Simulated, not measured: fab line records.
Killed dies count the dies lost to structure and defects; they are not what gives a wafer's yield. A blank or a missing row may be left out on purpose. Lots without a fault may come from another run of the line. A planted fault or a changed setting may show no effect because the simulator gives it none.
Which tool is to blame? / flow nandHarc / 12 lots (36 wafers sampled), 1 step of a 1302-step route

## WHAT THE GAUGES SHOWED, per wafer
NHARC_A_ONON_D1_THK_MEAS_34: measures by ellipsometry.
lot=L075; measured=day 8 21:33; on=filmMetro-01; thkNm (nm)=199.3 198.8 195.1
lot=L077; measured=day 9 07:02; on=filmMetro-02; thkNm (nm)=196.0 201.8 200.6
lot=L080; measured=day 10 17:55; on=filmMetro-02; thkNm (nm)=197.1 198.4 200.0
lot=L081; measured=day 11 09:49; on=filmMetro-01; thkNm (nm)=198.8 202.6 197.7
lot=L083; measured=day 12 17:13; on=filmMetro-01; thkNm (nm)=196.2 200.5 199.3
lot=L086; measured=day 13 00:21; on=filmMetro-02; thkNm (nm)=201.0 198.2 202.1
lot=L087; measured=day 13 11:09; on=filmMetro-01; thkNm (nm)=198.6 202.3 199.6
lot=L091; measured=day 15 04:26; on=filmMetro-01; thkNm (nm)=195.2 198.7 201.1
lot=L090; measured=day 15 08:43; on=filmMetro-02; thkNm (nm)=191.9 195.0 200.8
lot=L093; measured=day 16 03:59; on=filmMetro-02; thkNm (nm)=199.6 201.6 199.9
lot=L095; measured=day 16 23:34; on=filmMetro-01; thkNm (nm)=197.6 205.1 202.7
lot=L097; measured=day 17 19:39; on=filmMetro-01; thkNm (nm)=200.6 200.7 204.9

## WHAT TOOL EACH LOT RAN ON (gives the tool, then ch and the chambers of the sampled wafers, and finally the start)
There is no process step in the record ahead of these readings.

## THE ANSWER, worked out from the rows above alone
Rule: the lots themselves supply what counts as usual. The widest of any qualifying gaps counts: lots, ordered by their means at a reading, are off when they make up no more than a third of the lots, leave a main group of 4 or more, and stand apart from it by 3 or more times the standard deviation of that group's means. Not used: any main group whose means are identical at the precision the tables above print for the reading. A lot without any number at a reading at which 4 lots or more have one is off too. The other lots that the step has rows for count as sound.
Across all readings shown, no lot is off: no conclusion can be drawn from this.

## WHAT HAD BEEN PUT IN BY THE SIMULATOR
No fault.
